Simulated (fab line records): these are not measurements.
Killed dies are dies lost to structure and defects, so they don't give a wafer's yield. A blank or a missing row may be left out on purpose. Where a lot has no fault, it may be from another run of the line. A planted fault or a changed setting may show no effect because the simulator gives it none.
Matching of chambers | flow nand_harc | 4 sister chambers for NHARC_P_GATE_DESCUM_61 on rie_diel-05
The step chemistry O2, time 3 s. 4 wafers are shown with their chamber, then 8 later ones without.

== WAFERS PAIRED WITH THEIR CHAMBERS ==
wafer  | chamber | drypump_motor_current_A (A)
L941.2 | 2       | 5.2
L943.4 | 3       | 4.8
L943.5 | 0       | 5.3
L952.4 | 1       | 6.4

== WAFERS WITHOUT THEIR CHAMBER ==
wafer  | drypump_motor_current_A (A)
L952.5 | 5.2
L952.6 | 6.4
L953.1 | 5.3
L953.2 | 4.9
L953.4 | 6.4
L954.3 | 6.4
L954.4 | 5.2
L954.5 | 5.3

== WHICH CHAMBER EACH WENT THROUGH ==
wafer  | from the rows above | in truth
L952.5 | 2                   | 2
L952.6 | 1                   | 1
L953.1 | 0                   | 0
L953.2 | 3                   | 3
L953.4 | 1                   | 1
L954.3 | 1                   | 1
L954.4 | 2                   | 2
L954.5 | 0                   | 0
8 of 8 placed correctly. Can't be placed from these rows: 0. Placed wrongly: 0.
How it was worked out, from the rows above alone: a wafer's distance from a chamber is the root of the sum, over the readings, of the square of ((its reading less the chamber's mean) divided by the reading's scatter). The wafer belongs to the nearest chamber; if the next one is less than 2 further off, it can't be placed. Each chamber's mean is taken over the wafers shown for it. The scatter: with one shown wafer a chamber, the root of the mean of the squares of how far each hidden wafer lies from its nearest shown one.
